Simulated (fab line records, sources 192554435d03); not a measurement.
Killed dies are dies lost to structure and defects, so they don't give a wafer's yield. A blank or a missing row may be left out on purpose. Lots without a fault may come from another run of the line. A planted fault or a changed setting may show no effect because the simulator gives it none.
Split-lot experiment | flow n5_finfet | 7 lots, 21 wafers read, on a route of 1938 steps

THE SPLIT
At N5_SD_EPI_N_EPI_21 (deposits Si:P, time 690 s), the setting epi_growth_time_s was moved away from the recipe's 690 s on 7 of the 21 wafers read, by -6.1% to +6.2%. The other wafers ran this setting at the recipe's value.

FROM THE SPLIT TO THE READING: what the file shows between them, 9 steps
- N5_SD_EPI_N_EPI_MEAS_23
- N5_SD_EPI_N_PRECLEAN_24: cleans in O3/DIW, time 60 s
- N5_SD_EPI_N_SRD_25: time 30 s
- N5_SD_EPI_P_EPI_21: deposits SiGe:B, time 355 s
- N5_SD_EPI_P_HM_STRIP_48: strips SiNx in H3PO4, material SiNx, target depth 3 nm
- N5_SD_EPI_P_SRD_49: time 30 s
- N5_SD_EPI_P_PRECLEAN_24: cleans in O3/DIW, time 45 s
- N5_SD_ACTIVATION_RTA_00: time 0 s
- N5_SD_ACTIVATION_LSA_01: time 0.0008 s

THE READING
RS_SD_N, in ohm/sq, at N5_SD_ACTIVATION_RS_MEAS_03 (measures by four-point-probe). Fault-free wafers of this fab line usually give 21.95 ohm/sq, standard deviation 0.3 ohm/sq.

wafer  | tool, chamber at the split | epi_growth_time_s as run, s | against the recipe | RS_SD_N, ohm/sq | against lot-mates on the recipe
L080.1 | epi_rpcvd-02, 0            | 690                         | recipe             | 21.98           | -
L080.2 | epi_rpcvd-02, 0            | 690                         | recipe             | 21.79           | -
L080.5 | epi_rpcvd-02, 0            | 690                         | recipe             | 22.07           | -
L081.3 | epi_rpcvd-04, 0            | 728.3                       | +5.6%              | 21.10           | -1.11
L081.4 | epi_rpcvd-04, 0            | 690                         | recipe             | 22.14           | -
L081.6 | epi_rpcvd-04, 0            | 690                         | recipe             | 22.28           | -
L084.1 | epi_rpcvd-04, 0            | 690                         | recipe             | 21.16           | -
L084.4 | epi_rpcvd-04, 0            | 690                         | recipe             | 21.52           | -
L084.5 | epi_rpcvd-04, 0            | 669.6                       | -3.0%              | 22.14           | +0.80
L088.1 | epi_rpcvd-03, 0            | 690                         | recipe             | 21.93           | -
L088.2 | epi_rpcvd-03, 0            | 690                         | recipe             | 22.30           | -
L088.3 | epi_rpcvd-03, 0            | 690                         | recipe             | 21.86           | -
L091.1 | epi_rpcvd-03, 0            | 647.6                       | -6.1%              | 23.49           | +0.90
L091.5 | epi_rpcvd-03, 0            | 690                         | recipe             | 22.59           | -
L091.6 | epi_rpcvd-03, 0            | 647.6                       | -6.1%              | 23.77           | +1.18
L093.1 | epi_rpcvd-03, 0            | 732.8                       | +6.2%              | 21.25           | -0.89
L093.2 | epi_rpcvd-03, 0            | 690                         | recipe             | 22.08           | -
L093.5 | epi_rpcvd-03, 0            | 690                         | recipe             | 22.20           | -
L095.3 | epi_rpcvd-04, 0            | 717                         | +3.9%              | 21.12           | -0.46
L095.4 | epi_rpcvd-04, 0            | 690                         | recipe             | 21.58           | -
L095.6 | epi_rpcvd-04, 0            | 717                         | +3.9%              | 21.19           | -0.39

THE FIT
A straight line over all 21 wafers: RS_SD_N changes by -0.2 ohm/sq for each +1% of epi_growth_time_s; r = -0.86; the points scatter about the line by 0.37 ohm/sq.
The same after taking each lot's own level away (the mean of its wafers on the recipe; 21 wafers): -0.165 ohm/sq for each +1%; r = -0.95; scatter 0.16 ohm/sq.
On that fit, the largest move of epi_growth_time_s shifts the reading by 1 ohm/sq.
The lots' own levels span 21.340 to 22.590 ohm/sq, that is 4.2 times the standard deviation above.
So the lot-to-lot level changes the slope: the two fits differ.
Check: with one of the wafers moved furthest among these (+6.2%) left out of the fit, the line predicts -1.02 ohm/sq for it against its lot-mates. It came out at -0.89 ohm/sq against them.

THE WHOLE CHAIN: every reading that the file lists as answering this split, in the file's order
step                        | what it does                                           | reading                                                                         | change (the file's fit)               | r (the file's)
N5_SD_EPI_N_EPI_21          | deposits Si:P, time 690 s                              | Si-P_of_SD_EPI_N_EPI_21.thk_nm (the simulator's own value, which no gauge read) | +0.455 nm for each +1% of the setting | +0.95
N5_SD_EPI_N_EPI_MEAS_23     |                                                        | thk_nm                                                                          | withheld for each +1% of the setting  | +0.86
N5_SD_EPI_P_HM_STRIP_48     | strips SiNx in H3PO4, material SiNx, target depth 3 nm | Si-P_of_SD_EPI_N_EPI_21.thk_nm (the simulator's own value, which no gauge read) | +0.453 nm for each +1% of the setting | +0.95
N5_SD_ACTIVATION_RS_MEAS_03 | measures by four-point-probe                           | RS_SD_N                                                                         | -0.169 for each +1% of the setting    | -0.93

THE FILE'S OWN FIT
RS_SD_N changes by -0.169 ohm/sq for each +1% of epi_growth_time_s, r = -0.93.
